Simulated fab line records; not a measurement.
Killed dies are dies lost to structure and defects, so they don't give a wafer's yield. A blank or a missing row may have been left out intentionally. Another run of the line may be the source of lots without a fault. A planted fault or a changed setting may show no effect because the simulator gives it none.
Comparing a struck lot with a sound one || flow nandHarc || 14 steps out of a route of 1302
Sound: the wafers L747.1, L747.2, L747.4. Wafers L757.1, L757.2, L757.4 were the ones struck. The cause comes at the end.
Per side, at each step with rows, come the tool, then ch with its chambers, and then its first start. Under that, the readings that differ: sound wafers || struck wafers || difference of the means || sigmas: that difference in standard deviations of wafers without a fault.
alike: words and numbers the same on both sides, and readings whose means are apart by under 2 such deviations; not compared: readings that were withheld, readings missing a value for some wafer, numbers with overlapping values and no deviation given by the record, and bounds like >300 which may hide the same value.
Wherever a step has rows on one side only, a row that says differs or no value, or a row with sigmas, the two part there. Non-overlapping numbers with no deviation appear without sigmas and do not part them. A reading missing from all wafers of one side parts the sides only when that side holds two or more wafers.

NHARC_A_ONON_D2_THK_MEAS_30: measures by ellipsometry.
  sound on filmMetro-02, day 15 17:14; struck on filmMetro-01, day 19 09:04
  alike: thkNm
NHARC_A_ONON_D2_DEP_33: deposits SiO2, target thk 200 nm.
  sound on pecvd-01 ch 1,2, day 15 17:17; struck on pecvd-02 ch 0,1, day 19 09:08
{"reading": "heaterPowerW (W)", "sound": "563 652 671", "struck": "376 452 389", "difference": -223, "sigmas": -2}
  alike: flowSccm, mfcPrecursorSccm, throttleValvePct
NHARC_A_ONON_D2_THK_MEAS_34: measures by ellipsometry.
  sound on filmMetro-02, day 15 17:42; struck on filmMetro-01, day 19 09:32
  alike: thkNm
NHARC_A_ONON_D2_INSPECT_32:
  sound on defectInspect-02, day 15 17:47; struck on defectInspect-02, day 19 09:37
{"reading": "rawDefectCount", "sound": "313 519 259", "struck": "521 805 732", "difference": "+322", "sigmas": "+2"}
NHARC_A_CHANNEL_HOLE_D2_DEP_00: deposits aC, target thk 3100 nm.
  sound on aclDep-02 ch 0, day 15 17:51; struck on aclDep-03 ch 0, day 19 11:44
  alike: throttleValvePct
NHARC_A_CHANNEL_HOLE_D2_DEP_01: deposits SiON, target thk 140 nm.
  sound on pecvd-03 ch 0,1,2, day 15 19:47; struck on pecvd-02 ch 1,2, day 19 13:39
  alike: heaterPowerW
then, 5 steps without rows for these wafers: NHARC_A_CHANNEL_HOLE_D2_DEHYDRATE_02 (time 120 s); NHARC_A_CHANNEL_HOLE_D2_HMDS_03 (time 30 s); NHARC_A_CHANNEL_HOLE_D2_COAT_36 (time 75 s); NHARC_A_CHANNEL_HOLE_D2_COAT_37 (time 65 s); NHARC_A_CHANNEL_HOLE_D2_COAT_04 (resist thk 90 nm).
NHARC_A_CHANNEL_HOLE_D2_SOFTBAKE_05: time 55 s.
  sound on lithoTrack-04 ch 0, day 15 20:00; struck on lithoTrack-04 ch 0, day 19 13:00
{"reading": "heaterPowerTotalW (W)", "sound": "188.46 188.42 188.31", "struck": "222.52 222.54 222.47", "difference": "+34.11", "sigmas": "+99 or more"}
next, for these wafers, 1 step has no rows: NHARC_A_CHANNEL_HOLE_D2_EBR_06.
-- break in the record here, with 11 days between the starts of the struck wafers on either side (left off in module A_CHANNEL_HOLE_D2, picked up again in module END, where the first step shown is number 1302 on the route) --
NHARC_END_SORT_01:
  only the struck wafers appear in the record here, on prober-02 ch 0 at day 30 08:03; the sound ones have no rows

WHERE THEY PART
Earliest at NHARC_A_ONON_D2_DEP_33; latest, in this record, at NHARC_END_SORT_01.

WHY: whatever the simulator had introduced
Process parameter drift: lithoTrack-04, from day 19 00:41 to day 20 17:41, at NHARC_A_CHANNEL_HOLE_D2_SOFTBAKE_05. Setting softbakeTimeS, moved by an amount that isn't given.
